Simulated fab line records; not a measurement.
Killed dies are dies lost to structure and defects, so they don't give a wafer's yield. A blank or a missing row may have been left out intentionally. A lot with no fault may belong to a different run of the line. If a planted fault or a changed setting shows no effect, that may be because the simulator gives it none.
Lot-split experiment | flow n5 finfet | 21 wafers read from 7 lots, route of 1938 steps

ABOUT THE SPLIT
At N5_FIN_SAQP_HM_DEP_03 (deposits SiNx from SiH4/NH3/N2, target thk 38 nm, time 33.6 s), the setting time s was moved away from the recipe's 33.6 s on 6 of the 21 wafers read, by -14.4% to -6.9%. All remaining wafers had this setting at the recipe value.

FROM THE SPLIT TO THE READING: what the file shows between them, 12 steps
- N5_FIN_SAQP_THK_MEAS_05
- N5_FIN_SAQP_PECVD_48: deposits SiNx from SiH4/NH3/N2, target thk 25 nm, time 22.1 s (also split here: time s)
- N5_FIN_SAQP_PECVD_06: deposits a-Si from SiH4/He, target thk 60 nm, time 48.1 s
- N5_FIN_SAQP_MANDREL1_REMOVE_56: chemistry HBr/Cl2/O2, target a-Si, stops on SiNx, bt time 10 s
- N5_FIN_SAQP_ETCH_57: etches SiNx in CH3F/O2, target depth 32.5 nm, time 46.4 s
- N5_FIN_SAQP_ETCH_65: etches SiO2 in CF4, target depth 4 nm, time 4.4 s
- N5_FIN_SAQP_MANDREL_ETCH_58: etches a-Si in HBr/Cl2, stops on SiNx, target depth 45 nm, bt time 10 s, time 27 s
- N5_FIN_SAQP_MANDREL2_REMOVE_60: chemistry HBr/Cl2/O2, target a-Si, stops on SiNx, bt time 10 s
- N5_FIN_SAQP_HM_OPEN_33: chemistry CH3F/O2, target SiNx, target depth 49.4 nm, time 70.6 s
- N5_FIN_SAQP_ETCH_34: etches SiO2 in C4F6/O2, target depth 45 nm, time 15 s
- N5_FIN_SAQP_STRIP_77: strips in N2/H2, time 90 s
- N5_FIN_SAQP_PRECLEAN_38: cleans in O3/DIW, time 45 s

THE READING
SiNx_of_FIN_SAQP_HM_DEP_03.thk nm (the simulator's own value, which no gauge read), in nm, at N5_FIN_SAQP_PRECLEAN_45 (cleans in dHF, time 10 s). The file does not state a usual value for it. Average 21.3 nm, standard deviation 0.5 nm, over the 15 wafers here run with the recipe.

wafer  | tool, chamber at the split | time s as run, s | against the recipe | SiNx_of_FIN_SAQP_HM_DEP_03.thk nm, nm | against lot-mates on the recipe
L074.2 | pecvd-02, 0                | 33.6             | recipe             | 20.4                                  | -
L074.3 | pecvd-02, 1                | 33.6             | recipe             | 20.6                                  | -
L074.5 | pecvd-02, 1                | 33.6             | recipe             | 21.6                                  | -
L081.3 | pecvd-01, 1                | 33.6             | recipe             | 20.8                                  | -
L081.4 | pecvd-01, 0                | 33.6             | recipe             | 21.6                                  | -
L081.5 | pecvd-01, 1                | 33.6             | recipe             | 21                                    | -
L084.1 | pecvd-02, 0                | 33.6             | recipe             | 21.2                                  | -
L084.6 | pecvd-02, 1                | 33.6             | recipe             | 21.2                                  | -
L084.4 | pecvd-02, 2                | 30.3             | -9.8%              | 17.6                                  | -3.6
L088.2 | pecvd-03, 0                | 29.15            | -13.2%             | 16                                    | -5.4
L088.5 | pecvd-03, 1                | 33.6             | recipe             | 21.4                                  | -
L088.6 | pecvd-03, 0                | 29.15            | -13.2%             | 16.4                                  | -5.0
L089.2 | pecvd-03, 0                | 33.6             | recipe             | 21                                    | -
L089.5 | pecvd-03, 1                | 33.6             | recipe             | 21.2                                  | -
L089.6 | pecvd-03, 0                | 33.6             | recipe             | 22.2                                  | -
L092.1 | pecvd-03, 1                | 28.75            | -14.4%             | 15.4                                  | -5.9
L092.3 | pecvd-03, 2                | 33.6             | recipe             | 20.8                                  | -
L092.4 | pecvd-03, 2                | 33.6             | recipe             | 21.8                                  | -
L093.1 | pecvd-02, 1                | 31.28            | -6.9%              | 18.6                                  | -3.4
L093.5 | pecvd-02, 0                | 31.28            | -6.9%              | 18.4                                  | -3.6
L093.6 | pecvd-02, 2                | 33.6             | recipe             | 22                                    | -

FIT RESULTS
A straight line over all 21 wafers: SiNx_of_FIN_SAQP_HM_DEP_03.thk nm changes by +0.389 nm for each +1% of time s; r = +0.98; the points scatter about the line by 0.45 nm.
The same after taking each lot's own level away (the mean of its wafers on the recipe; 21 wafers): +0.405 nm for each +1%; r = +0.98; scatter 0.44 nm.
Per that fit: largest time s move, reading shift of 5.8 nm.
From 20.87 to 22.00 nm: that is the span of the lots' own levels, equal to 2.3 times the standard deviation above.
The two slopes are in agreement: the lot-to-lot level therefore moves the slope only a little.
Check: for one of the wafers moved furthest among these (-14.4%), held out of the fit, the line's prediction against its lot-mates is -5.88 nm. It came out at -5.9 nm against them.

THESE WAFERS: OTHER SPLITS
Note: prior to the reading, these wafers also went through further splits. Each is held against what the fit with the lots' levels taken away leaves over:
other split on the same wafers | wafers away from the commonest value | r with SiNx_of_FIN_SAQP_HM_DEP_03.thk nm (lot level and that fit taken away)
N5_ZERO_LAYER_PECVD_02 time s  | 7                                    | +0.12
N5_ZERO_LAYER_COAT_05 spin rpm | 6                                    | +0.21
N5_WELL_APT_PEB_23 peb time s  | 5                                    | -0.39
N5_WELL_APT_DESCUM_30 time s   | 8                                    | +0.18
N5_FIN_SAQP_PECVD_48 time s    | 8                                    | +0.14

THE WHOLE CHAIN: every reading that the file lists as answering this split, in the file's order
step                    | what it does                                                      | reading                                                                            | change (the file's fit)               | r (the file's)
N5_FIN_SAQP_HM_DEP_03   | deposits SiNx from SiH4/NH3/N2, target thk 38 nm, time 33.6 s     | SiNx_of_FIN_SAQP_HM_DEP_03.thk nm (the simulator's own value, which no gauge read) | +0.403 nm for each +1% of the setting | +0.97
N5_FIN_SAQP_THK_MEAS_05 |                                                                   | thk nm                                                                             | withheld for each +1% of the setting  | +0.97
N5_FIN_SAQP_HM_OPEN_33  | chemistry CH3F/O2, target SiNx, target depth 49.4 nm, time 70.6 s | etch rf on time s                                                                  | withheld for each +1% of the setting  | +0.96
N5_FIN_SAQP_HM_OPEN_33  | chemistry CH3F/O2, target SiNx, target depth 49.4 nm, time 70.6 s | etch.depth nm (the simulator's own value, which no gauge read)                     | +0.401 nm for each +1% of the setting | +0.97
N5_FIN_SAQP_PRECLEAN_45 | cleans in dHF, time 10 s                                          | SiNx_of_FIN_SAQP_HM_DEP_03.thk nm (the simulator's own value, which no gauge read) | +0.405 nm for each +1% of the setting | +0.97

FILE'S OWN FIT
SiNx_of_FIN_SAQP_HM_DEP_03.thk nm changes by +0.405 nm for each +1% of time s, r = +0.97.
